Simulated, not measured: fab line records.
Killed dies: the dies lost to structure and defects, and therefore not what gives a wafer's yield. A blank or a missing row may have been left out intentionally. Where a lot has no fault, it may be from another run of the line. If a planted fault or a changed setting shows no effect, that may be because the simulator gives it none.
fab line records    flow n5Finfet    part 1 of 2: steps 1 to 25 of 32
[record] lots = 5  wafers = 15  lastDay = 17
route steps=1938 shown DUMMY_GATE@250 SPACER0@258 SD_EPI_N@262
lots with no fault: from the same line, run without faults
startH: start of the lot's first displayed wafer, in hours after the record's first day    waitH: time in hours since the lot's previous step    " identical to the entry in the row above    L1.1+2: a single row standing in for several wafers    - either no value or no given start    * or withheld: withheld    < > ~ a bound
route shown NAME@n: a module of which the file shows steps, and the number in the route of the first    usual: mean and standard deviation over wafers with no fault    same: alike in all rows    chamber/n: place in a boat    sites: the reading at each site    _std_site: how widely they spread, as a standard deviation    _edge_site: outer sites' mean less inner sites'    radiusMm: how far each site lies from the wafer's centre    mask NAME#n: copy n    behind: the tool/chamber that last shaped the wafer    hold: what put the lot on hold/how long, in hours/how the hold closed    device: the transistor (n, p or np) that didn't switch    end of line: at the end of the route, the tests of the same wafers    where a step has no rows: the recipe by itself    killed: at the first sort, the dies lost to defects and structure; wafer yield is something else    map: per-die view of a wafer (x killed, . not killed, _ where there is no die)
set.NAME: setting as actually run; set.NAME@STEP: the setting as run at that earlier step    model.NAME: the simulator's own value behind a step, which no gauge read
certain route steps with their lots: each step a table, each wafer a row
services: the hour from which a tool's chamber was out of use, counted from the record's first day as startH (under 0 if before that day), plus the number of hours and why
[[steps]]
[step N5_DUMMY_GATE_ETCH_42]
[recipe] chemistry = CHF3/O2  target = SiO2  targetDepthA = 35  timeS = 31  ionEnergyEv = 30  biasW = 12  pressureMtorr = 30  sourceW = 600  Ar_flow_sccm = 200  CHF3_flow_sccm = 50  O2_flow_sccm = 5
[usual] drypumpMotorCurrentA = 6.0/0.4  oesProductAu = 0.77/0.085  rfVppV = 42.4/1.4  showerheadPlenumPTorr = 2.39/0.073  throttleValvePct = 18.78/0.28
lot.wafer  tool        chamber  startH  waitH  drypumpMotorCurrentA  oesProductAu  rfHoursCounterH  rfVppV  showerheadPlenumPTorr  throttleValvePct
L074.1     rieDiel-03  1        47.49   0.0    5.8                   0.69          223              43.2    2.38                   18.91
L074.2     "           2        "       "      6.6                   0.75          176              43.5    2.37                   18.58
L074.5     "           2        "       "      6.6                   0.75          -                44.6    2.37                   18.58
L080.2     rieDiel-02  1        82.50   0.1    5.7                   0.77          127              40.6    2.33                   19.20
L080.5     "           2        "       "      5.7                   0.69          -                42.3    2.28                   19.12
L080.6     "           3        "       "      5.8                   0.76          -                45.0    2.30                   18.47
L082.1     rieDiel-02  0        99.74   0.0    6.6                   0.93          26               41.9    2.46                   18.32
L082.2     "           3        "       "      5.8                   0.75          159              43.6    2.30                   18.46
L082.5     "           3        "       "      5.8                   0.75          -                43.7    2.30                   18.48
L090.2     rieDiel-03  2        142.44  0.0    6.6                   0.73          204              43.3    2.36                   18.62
L090.4     "           2        "       "      6.6                   0.73          -                44.9    2.36                   18.61
L090.6     "           3        "       "      6.5                   0.72          -                39.3    2.46                   18.70
L091.3     rieDiel-02  3        150.14  0.1    5.8                   0.74          175              44.2    2.29                   18.51
L091.5     "           3        "       "      5.8                   0.74          -                44.2    2.29                   18.50
L091.6     "           0        "       "      6.7                   0.90          -                40.6    2.45                   18.36
[step N5_DUMMY_GATE_STRIP_48]
[recipe] chemistry = N2/H2  timeS = 20  powerW = 100  tempC = 40  pressureMtorr = 100  rfFrequencyHz = 6e+07  biasPowerW = 3  n2FlowSccm = 300  h2FlowSccm = 300
[usual] drypumpMotorCurrentA = 6.0/0.41  oesProductAu = 0.77/0.089  rfVppV = 45.3/0.83  showerheadPlenumPTorr = 3.35/0.098  throttleValvePct = 12.22/0.28
lot.wafer  tool        chamber  startH  waitH  drypumpMotorCurrentA  oesProductAu  rfHoursCounterH  rfVppV  showerheadPlenumPTorr  throttleValvePct
L074.1     rieDiel-03  1        47.54   0.0    5.8                   0.70          223              44.0    3.33                   12.33
L074.2     "           2        "       "      6.6                   0.75          176              45.0    3.36                   12.30
L074.5     "           2        "       "      6.6                   0.75          -                44.4    3.36                   12.32
L080.2     rieDiel-02  1        82.54   0.0    5.8                   0.78          127              45.6    3.23                   12.36
L080.5     "           2        "       "      5.7                   0.68          -                45.1    3.21                   12.60
L080.6     "           3        "       "      5.9                   0.76          -                44.3    3.25                   12.13
L082.1     rieDiel-02  0        99.79   0.0    6.7                   0.94          26               44.8    3.44                   11.62
L082.2     "           3        "       "      5.8                   0.77          159              44.6    3.24                   12.15
L082.5     "           3        "       "      5.8                   0.77          -                45.3    3.24                   12.14
L090.2     rieDiel-03  2        142.49  0.0    6.6                   0.73          204              44.9    3.34                   12.37
L090.4     "           2        "       "      6.6                   0.73          -                45.9    3.34                   12.37
L090.6     "           3        "       "      6.4                   0.71          -                46.6    3.47                   12.33
L091.3     rieDiel-02  3        150.19  0.0    5.9                   0.74          175              45.8    3.24                   12.19
L091.5     "           3        "       "      5.9                   0.76          -                45.5    3.24                   12.19
L091.6     "           0        "       "      6.7                   0.91          -                45.2    3.43                   11.68
[step N5_DUMMY_GATE_PRECLEAN_33]
[recipe] chemistry = dHF  timeS = 10  dilution = 750:1  tempC = 25
lot.wafer   tool         chamber  startH  waitH
L074.1+2+5  wetBench-01  5,0,4    47.62   0.1
L080.2+5+6  wetBench-02  7,5,4    82.63   0.1
L082.1+2+5  wetBench-06  2,0,5    99.87   0.1
L090.2+4+6  wetBench-02  7,6,4    142.57  0.1
L091.3+5+6  wetBench-06  5,3,0    150.27  0.1
[step N5_DUMMY_GATE_PRECLEAN_25]
[recipe] chemistry = O3/DIW  timeS = 45  tempC = 22  o3Ppm = 10
lot.wafer   tool         chamber  startH  waitH
L074.1+2+5  wetBench-01  5,0,4    47.63   0.0
L080.2+5+6  wetBench-02  7,5,4    82.63   0.0
L082.1+2+5  wetBench-06  2,0,5    99.88   0.0
L090.2+4+6  wetBench-02  7,6,4    142.58  0.0
L091.3+5+6  wetBench-06  5,3,0    150.28  0.0
[step N5_DUMMY_GATE_PRECLEAN_51]
[recipe] chemistry = SC2  timeS = 45  tempC = 35  mix = 1:1:50
lot.wafer   tool         chamber  startH  waitH
L074.1+2+5  wetBench-01  5,0,4    47.64   0.0
L080.2+5+6  wetBench-02  7,5,4    82.65   0.0
L082.1+2+5  wetBench-06  2,0,5    99.89   0.0
L090.2+4+6  wetBench-02  7,6,4    142.59  0.0
L091.3+5+6  wetBench-06  5,3,0    150.29  0.0
[step N5_DUMMY_GATE_SRD_26]
[recipe] dry = ipaMarangoni  timeS = 30  tempC = 23  rinseLiquid = diw
lot.wafer   tool         chamber  startH  waitH
L074.1+2+5  wetBench-01  5,0,4    47.65   0.0
L080.2+5+6  wetBench-02  7,5,4    82.66   0.0
L082.1+2+5  wetBench-06  2,0,5    99.90   0.0
L090.2+4+6  wetBench-02  7,6,4    142.60  0.0
L091.3+5+6  wetBench-06  5,3,0    150.30  0.0
[step N5_DUMMY_GATE_UV_OZONE_45]
[recipe] timeS = 120  pressureTorr = 760  tempC = 25
lot.wafer   tool         chamber  startH  waitH
L074.1+2+5  wetBench-01  5,0,4    47.67   0.0
L080.2+5+6  wetBench-02  7,5,4    82.67   0.0
L082.1+2+5  wetBench-06  2,0,5    99.92   0.0
L090.2+4+6  wetBench-02  7,6,4    142.62  0.0
L091.3+5+6  wetBench-06  5,3,0    150.32  0.0
[step N5_DUMMY_GATE_INSPECT_27]
[recipe] inspectInstrument = brightfield  mode = aei
[usual] rawDefectCount = 310/81
lot.wafer  tool              chamber  startH  waitH  rawDefectCount
L074.1     defectInspect-02  -        47.73   0.0    269
L074.2     "                 -        "       "      282
L074.5     "                 -        "       "      248
L080.2     defectInspect-02  -        82.73   0.0    317
L080.5     "                 -        "       "      340
L080.6     "                 -        "       "      311
L082.1     defectInspect-01  -        99.97   0.0    262
L082.2     "                 -        "       "      202
L082.5     "                 -        "       "      277
L090.2     defectInspect-02  -        142.68  0.0    261
L090.4     "                 -        "       "      274
L090.6     "                 -        "       "      307
L091.3     defectInspect-01  -        150.38  0.0    232
L091.5     "                 -        "       "      219
L091.6     "                 -        "       "      343
[step N5_SPACER0_ALD_07]
[recipe] material = SiNx  targetThkA = 20  tempC = 400  aldPrecursorFamily = SiH2I2  aldCoReactant = N2/H2-plasma  pressureTorr = 2
[usual] heaterPowerW = 858/96  susceptorTempC = 400.01/0.21
lot.wafer  tool       chamber  startH  waitH  heaterPowerW  susceptorTempC
L074.1     aldSin-03  3        47.77   0.0    840           400.26
L074.2     "          1        "       "      917           400.17
L074.5     "          1        "       "      933           400.33
L080.2     aldSin-02  3        82.80   0.1    988           399.90
L080.5     "          3        "       "      985           399.90
L080.6     "          0        "       "      696           400.04
L082.1     aldSin-02  2        100.29  0.3    728           400.15
L082.2     "          3        "       "      971           399.73
L082.5     "          3        "       "      959           400.20
L090.2     aldSin-04  2        142.99  0.3    897           399.60
L090.4     "          0        "       "      938           400.12
L090.6     "          2        "       "      904           399.99
L091.3     aldSin-02  1        150.50  0.1    933           400.23
L091.5     "          1        "       "      933           400.05
L091.6     "          0        "       "      695           400.06
[step N5_SPACER0_ALD_00]
[recipe] material = SiOCN  targetThkA = 35  tempC = 400  aldPrecursorFamily = alkyl-aminosilane  aldCoReactant = O2/N2-plasma  pulseTimeS = 3  purgeTimeS = 2  coReactantPurgeTimeS = 2  aldCycles = 58  pressureTorr = 2
[usual] heaterPowerW = 858/98  precursorPulseHeightRel = 0.998/0.021  susceptorTempC = 400.03/0.21
[same] pulseTimeS = 3
lot.wafer  tool       chamber  startH  waitH  heaterPowerW  precursorPulseHeightRel  susceptorTempC
L074.1     aldSin-03  3        47.92   0.1    826           1.010                    400.13
L074.2     "          1        "       "      944           0.984                    399.73
L074.5     "          1        "       "      912           0.974                    400.06
L080.2     aldSin-02  3        82.95   0.1    955           1.009                    400.17
L080.5     "          3        "       "      968           1.006                    400.46
L080.6     "          0        "       "      686           1.006                    399.55
L082.1     aldSin-02  2        100.44  0.1    735           1.030                    399.78
L082.2     "          3        "       "      980           0.994                    400.57
L082.5     "          3        "       "      973           0.994                    400.36
L090.2     aldSin-04  2        143.14  0.1    901           0.988                    400.11
L090.4     "          0        "       "      973           0.953                    399.77
L090.6     "          2        "       "      914           1.004                    400.15
L091.3     aldSin-02  1        150.65  0.1    970           0.970                    399.89
L091.5     "          1        "       "      953           1.010                    400.07
L091.6     "          0        "       "      687           1.005                    399.94
[step N5_SPACER0_ALD_08]
[recipe] material = SiNx  targetThkA = 20  tempC = 400  aldPrecursorFamily = SiH2I2  aldCoReactant = N2/H2-plasma  pressureTorr = 2
[usual] heaterPowerW = 858/95  susceptorTempC = 399.99/0.22
lot.wafer  tool       chamber  startH  waitH  heaterPowerW  susceptorTempC
L074.1     aldSin-03  3        48.18   0.1    853           400.20
L074.2     "          1        "       "      909           399.84
L074.5     "          1        "       "      918           399.77
L080.2     aldSin-02  3        83.21   0.1    1000          399.71
L080.5     "          3        "       "      960           400.10
L080.6     "          0        "       "      698           400.03
L082.1     aldSin-02  2        100.70  0.1    734           399.51
L082.2     "          3        "       "      998           400.21
L082.5     "          3        "       "      975           400.02
L090.2     aldSin-04  2        143.40  0.1    933           399.77
L090.4     "          0        "       "      915           399.76
L090.6     "          2        "       "      921           399.78
L091.3     aldSin-02  1        150.91  0.1    944           400.15
L091.5     "          1        "       "      944           400.24
L091.6     "          0        "       "      712           399.98
[step N5_SPACER0_INSPECT_04]
[recipe] inspectInstrument = darkfield  mode = postDep
[usual] rawDefectCount = 134/32
lot.wafer  tool              chamber  startH  waitH  rawDefectCount
L074.1     defectInspect-02  -        48.33   0.1    118
L074.2     "                 -        "       "      107
L074.5     "                 -        "       "      115
L080.2     defectInspect-02  -        83.37   0.1    129
L080.5     "                 -        "       "      143
L080.6     "                 -        "       "      148
L082.1     defectInspect-01  -        100.86  0.1    130
L082.2     "                 -        "       "      129
L082.5     "                 -        "       "      128
L090.2     defectInspect-01  -        143.55  0.1    129
L090.4     "                 -        "       "      119
L090.6     "                 -        "       "      122
L091.3     defectInspect-02  -        151.06  0.1    97
L091.5     "                 -        "       "      84
L091.6     "                 -        "       "      138
[step N5_SD_EPI_N_COAT_32]
[recipe] resist = SOC  tempC = 250  timeS = 60  spinRpm = 1500  resistThkNm = 350
lot.wafer   tool           chamber  startH  waitH
L074.1+2+5  lithoTrack-03  0        48.37   0.0
L080.2+5+6  lithoTrack-03  0        83.40   0.0
L082.1+2+5  lithoTrack-02  0        100.89  0.0
L090.2+4+6  lithoTrack-03  0        143.58  0.0
L091.3+5+6  lithoTrack-03  0        151.10  0.0
[step N5_SD_EPI_N_COAT_33]
[recipe] resist = SiARC  tempC = 220  timeS = 60  spinRpm = 1500  resistThkNm = 35
lot.wafer   tool           chamber  startH  waitH
L074.1+2+5  lithoTrack-03  0        -       -
L080.2+5+6  lithoTrack-03  0        -       -
L082.1+2+5  lithoTrack-02  0        -       -
L090.2+4+6  lithoTrack-03  0        -       -
L091.3+5+6  lithoTrack-03  0        -       -
[step N5_SD_EPI_N_COAT_03]
[recipe] resist = CAR-ArF-block  spinRpm = 1500  resistThkNm = 150
lot.wafer   tool           chamber  startH  waitH
L074.1+2+5  lithoTrack-03  0        -       -
L080.2+5+6  lithoTrack-03  0        -       -
L082.1+2+5  lithoTrack-02  0        -       -
L090.2+4+6  lithoTrack-03  0        -       -
L091.3+5+6  lithoTrack-03  0        -       -
[step N5_SD_EPI_N_EBR_05]
[recipe] solvent = PGMEA  ebrWidthMm = 1.5
lot.wafer   tool           chamber  startH  waitH
L074.1+2+5  lithoTrack-03  0        -       -
L080.2+5+6  lithoTrack-03  0        -       -
L082.1+2+5  lithoTrack-02  0        -       -
L090.2+4+6  lithoTrack-03  0        -       -
L091.3+5+6  lithoTrack-03  0        -       -
[step N5_SD_EPI_N_SOFTBAKE_04]
[recipe] tempC = 110  timeS = 60  resist = CAR-ArF-block
lot.wafer   tool           chamber  startH  waitH
L074.1+2+5  lithoTrack-03  0        -       -
L080.2+5+6  lithoTrack-03  0        -       -
L082.1+2+5  lithoTrack-02  0        -       -
L090.2+4+6  lithoTrack-03  0        -       -
L091.3+5+6  lithoTrack-03  0        -       -
[step N5_SD_EPI_N_EXPOSE_06]
[recipe] maskId = SD_N_BLK  na = 1.35  sourceShape = conventional  sigmaOuter = 0.8  polarization = unpolarized  targetCdNm = 120  doseMj = 39.75
[same] sigmaOuter = 0.8
lot.wafer   tool            chamber  startH  waitH  mask
L074.1+2+5  arfiScanner-03  0        48.61   -      SD_N_BLK#0
L080.2+5+6  arfiScanner-02  0        83.65   -      SD_N_BLK#0
L082.1+2+5  arfiScanner-03  0        101.13  -      SD_N_BLK#0
L090.2+4+6  arfiScanner-01  0        143.71  -      SD_N_BLK#0
L091.3+5+6  arfiScanner-03  0        151.35  -      SD_N_BLK#0
[step N5_SD_EPI_N_PEB_07]
[recipe] pebTempC = 110  pebTimeS = 60  resist = CAR-ArF-block
lot.wafer   tool           chamber  startH  waitH
L074.1+2+5  lithoTrack-01  0        48.67   0.1
L080.2+5+6  lithoTrack-01  0        83.70   0.0
L082.1+2+5  lithoTrack-02  0        101.19  0.1
L090.2+4+6  lithoTrack-03  0        143.76  0.0
L091.3+5+6  lithoTrack-03  0        151.40  0.0
[step N5_SD_EPI_N_DEVELOP_08]
[recipe] developTimeS = 30  developer = TMAH  resist = CAR-ArF-block  devTempC = 23  rinseLiquid = diw  dry = airSpin
lot.wafer   tool           chamber  startH  waitH
L074.1+2+5  lithoTrack-01  0        -       -
L080.2+5+6  lithoTrack-01  0        -       -
L082.1+2+5  lithoTrack-02  0        -       -
L090.2+4+6  lithoTrack-03  0        -       -
L091.3+5+6  lithoTrack-03  0        -       -
[step N5_SD_EPI_N_CD_MEAS_09]
[recipe] targetCdNm = 120  landingEnergyEv = 500  detector = seInlens
[usual] cdNm = 119.7/1.1
lot.wafer  tool      chamber  startH  waitH  cdNm
L074.1     cdSem-03  0        48.73   -      119.9
L074.2     "         0        "       "      119.0
L074.5     "         0        "       "      119.9
L080.2     cdSem-01  0        83.77   -      119.6
L080.5     "         0        "       "      120.6
L080.6     "         0        "       "      120.0
L082.1     cdSem-02  0        101.25  -      118.9
L082.2     "         0        "       "      119.5
L082.5     "         0        "       "      119.4
L090.2     cdSem-02  0        143.83  -      118.6
L090.4     "         0        "       "      121.0
L090.6     "         0        "       "      120.9
L091.3     cdSem-02  0        151.46  -      120.4
L091.5     "         0        "       "      120.7
L091.6     "         0        "       "      119.5
[step N5_SD_EPI_N_OVL_MEAS_10]
[recipe] pointsPerWafer = 44
[usual] SD_N_BLK_OVL = 0.6/0.69
lot.wafer  tool        chamber  startH  waitH  SD_N_BLK_OVL[nm]
L074.1     overlay-02  0        48.76   0.0    0.1
L074.2     "           0        "       "      1.4
L074.5     "           0        "       "      0.6
L080.2     overlay-01  0        83.80   0.0    -0.1
L080.5     "           0        "       "      0.7
L080.6     "           0        "       "      0.1
L082.1     overlay-02  0        101.28  0.0    0.8
L082.2     "           0        "       "      0.9
L082.5     "           0        "       "      2.0
L090.2     overlay-01  0        143.86  0.0    1.8
L090.4     "           0        "       "      0.4
L090.6     "           0        "       "      1.6
L091.3     overlay-02  0        151.49  0.0    0.8
L091.5     "           0        "       "      -0.8
L091.6     "           0        "       "      -0.7
[step N5_SD_EPI_N_INSPECT_11]
[recipe] mode = adi  inspectInstrument = macro
[usual] rawDefectCount = 2.2/1.5
lot.wafer  tool              chamber  startH  waitH  rawDefectCount
L074.1     defectInspect-02  -        48.79   0.0    3
L074.2     "                 -        "       "      0
L074.5     "                 -        "       "      0
L080.2     defectInspect-01  -        83.82   0.0    4
L080.5     "                 -        "       "      3
L080.6     "                 -        "       "      2
L082.1     defectInspect-01  -        101.31  0.0    1
L082.2     "                 -        "       "      4
L082.5     "                 -        "       "      5
L090.2     defectInspect-02  -        143.88  0.0    4
L090.4     "                 -        "       "      2
L090.6     "                 -        "       "      4
L091.3     defectInspect-01  -        151.52  0.0    2
L091.5     "                 -        "       "      0
L091.6     "                 -        "       "      3
[step N5_SD_EPI_N_DESCUM_14]
[recipe] chemistry = O2  timeS = 7.9  sourcePowerW = 50  biasPowerW = 20  pressureMtorr = 20  rfFrequencyHz = 2.712e+07  tempC = 40  resist = CAR-ArF-block  o2FlowSccm = 225
[usual] drypumpMotorCurrentA = 5.7/0.43  oesProductAu = 0.75/0.086  rfVppV = 243.6/1.3  showerheadPlenumPTorr = 2.12/0.068  throttleValvePct = 20.48/0.19
lot.wafer  tool        chamber  startH  waitH  drypumpMotorCurrentA  oesProductAu  rfHoursCounterH  rfVppV  showerheadPlenumPTorr  throttleValvePct
L074.1     rieDiel-06  3        48.82   0.0    5.7                   0.69          231              244.8   2.13                   20.26
L074.2     "           0        "       "      5.3                   0.71          160              241.5   2.00                   20.40
L074.5     "           0        "       "      5.3                   0.71          -                242.3   2.00                   20.40
L080.2     rieDiel-04  1        83.85   0.0    5.4                   0.74          199              244.3   2.17                   20.49
L080.5     "           3        "       "      5.3                   0.75          -                243.9   2.07                   20.59
L080.6     "           0        "       "      5.3                   0.69          -                245.2   2.17                   20.85
L082.1     rieDiel-05  2        101.34  0.0    5.7                   0.80          94               245.0   2.20                   20.37
L082.2     "           3        "       "      6.2                   0.70          203              241.4   2.06                   20.44
L082.5     "           3        "       "      6.1                   0.71          -                241.7   2.06                   20.43
L090.2     rieDiel-06  1        143.92  0.0    6.5                   0.70          243              244.6   2.15                   20.36
L090.4     "           2        "       "      6.4                   0.98          1                242.4   2.16                   20.33
L090.6     "           0        "       "      5.3                   0.69          -                241.3   1.99                   20.47
L091.3     rieDiel-04  2        151.55  0.0    5.8                   0.82          98               245.5   2.21                   20.53
L091.5     "           3        "       "      5.3                   0.73          -                243.1   2.07                   20.63
L091.6     "           2        "       "      5.9                   0.83          -                245.1   2.21                   20.54
[step N5_SD_EPI_N_ETCH_34]
[recipe] chemistry = CF4  target = SiARC  targetDepthA = 455  maskMaterial = CAR-ArF-block  timeS = 75.8  ionEnergyEv = 80  pressureMtorr = 40  sourceW = 545  biasW = 36  Ar_flow_sccm = 100  cf4FlowSccm = 100  ends = cleared
[usual] drypumpMotorCurrentA = 5.7/0.42  etchRfOnTimeS = 75.8/2.2  oesProductAu = 0.65/0.073  rfVppV = 184.5/1.1  showerheadPlenumPTorr = 2.17/0.06  throttleValvePct = 15.71/0.19
lot.wafer  tool        chamber  startH  waitH  drypumpMotorCurrentA  etchRfOnTimeS  oesProductAu  rfHoursCounterH  rfVppV  showerheadPlenumPTorr  throttleValvePct
L074.1     rieDiel-06  3        48.86   0.0    5.7                   73.9           0.60          231              186.2   2.20                   15.67
L074.2     "           0        "       "      5.3                   78.0           0.61          160              183.5   2.07                   15.74
L074.5     "           0        "       "      5.3                   78.4           0.61          -                182.6   2.07                   15.73
L080.2     rieDiel-04  1        83.89   0.0    5.4                   77.5           0.62          199              184.1   2.21                   15.70
L080.5     "           3        "       "      5.3                   73.0           0.64          -                183.4   2.13                   15.89
L080.6     "           0        "       "      5.3                   76.7           0.60          -                184.8   2.20                   15.92
L082.1     rieDiel-05  2        101.38  0.0    5.7                   74.2           0.70          94               186.5   2.25                   15.60
L082.2     "           3        "       "      6.1                   76.2           0.60          203              183.8   2.12                   15.79
L082.5     "           3        "       "      6.2                   76.0           0.61          -                184.6   2.12                   15.79
L090.2     rieDiel-06  1        143.95  0.0    6.5                   74.5           0.61          243              184.6   2.21                   15.74
L090.4     "           2        "       "      6.4                   76.2           0.86          1                185.8   2.18                   15.23
L090.6     "           0        "       "      5.4                   79.4           0.58          -                181.2   2.06                   15.80
L091.3     rieDiel-04  2        151.58  0.0    5.9                   76.3           0.70          98               185.0   2.25                   15.68
L091.5     "           3        "       "      5.4                   73.4           0.63          -                183.8   2.12                   15.91
L091.6     "           2        "       "      5.9                   76.8           0.69          -                186.7   2.25                   15.70
